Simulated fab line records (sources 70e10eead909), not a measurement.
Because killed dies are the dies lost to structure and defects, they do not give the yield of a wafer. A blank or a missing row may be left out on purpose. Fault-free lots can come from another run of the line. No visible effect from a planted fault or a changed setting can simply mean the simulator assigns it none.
Chamber matching || flow nand harc || NHARC_A_CHANNEL_FILL_D1_ALD_14 on ald hk-03 has 4 sister chambers
The step deposits SiO2, target thk 2.5 nm, pulse time 10 s, ald cycles 25. 8 wafers are shown with their chamber, then 8 later ones without.

WAFERS, EACH WITH ITS CHAMBER
{"wafer": "L083.1", "chamber": 3, "heater power w (W)": 542, "precursor pulse height rel": 1.028}
{"wafer": "L083.5", "chamber": 2, "heater power w (W)": 474, "precursor pulse height rel": 1.014}
{"wafer": "L085.5", "chamber": 0, "heater power w (W)": 523, "precursor pulse height rel": 1.018}
{"wafer": "L085.6", "chamber": 1, "heater power w (W)": 469, "precursor pulse height rel": 1.008}
{"wafer": "L086.2", "chamber": 0, "heater power w (W)": 524, "precursor pulse height rel": 1.004}
{"wafer": "L086.4", "chamber": 3, "heater power w (W)": 550, "precursor pulse height rel": 0.998}
{"wafer": "L086.5", "chamber": 2, "heater power w (W)": 483, "precursor pulse height rel": 0.995}
{"wafer": "L087.2", "chamber": 1, "heater power w (W)": 463, "precursor pulse height rel": 1.009}

WAFERS WHOSE CHAMBER IS MISSING
{"wafer": "L087.5", "heater power w (W)": 482, "precursor pulse height rel": 0.982}
{"wafer": "L087.6", "heater power w (W)": 471, "precursor pulse height rel": 1.015}
{"wafer": "L089.4", "heater power w (W)": 543, "precursor pulse height rel": 0.986}
{"wafer": "L089.5", "heater power w (W)": 477, "precursor pulse height rel": 0.998}
{"wafer": "L089.6", "heater power w (W)": 546, "precursor pulse height rel": 0.976}
{"wafer": "L092.3", "heater power w (W)": 464, "precursor pulse height rel": 1.005}
{"wafer": "L092.5", "heater power w (W)": 519, "precursor pulse height rel": 1.027}
{"wafer": "L092.6", "heater power w (W)": 460, "precursor pulse height rel": 1.013}

WHICH CHAMBER EACH WENT THROUGH
{"wafer": "L087.5", "from the rows above": 2, "in truth": 2}
{"wafer": "L087.6", "from the rows above": "can't be placed: 1 or 2", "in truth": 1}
{"wafer": "L089.4", "from the rows above": 3, "in truth": 3}
{"wafer": "L089.5", "from the rows above": "can't be placed: 2 or 1", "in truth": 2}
{"wafer": "L089.6", "from the rows above": 3, "in truth": 3}
{"wafer": "L092.3", "from the rows above": 1, "in truth": 1}
{"wafer": "L092.5", "from the rows above": 0, "in truth": 0}
{"wafer": "L092.6", "from the rows above": 1, "in truth": 1}
Correct placement for 6 of the 8. Not placeable from these rows: 2 (in 2, the candidates include the true chamber). 0 placed wrongly.
How it was worked out, from the rows above alone: a wafer's distance from a chamber is the root of the sum, over the readings, of the square of ((its reading less the chamber's mean) divided by the reading's scatter). The wafer belongs to the nearest chamber; if the next one is less than 2 further off, it can't be placed. The mean given for a chamber averages the wafers shown for that chamber. The scatter: the root of (the sum of the squares of (reading less its chamber's mean) over the shown wafers, divided by (wafers less chambers)).
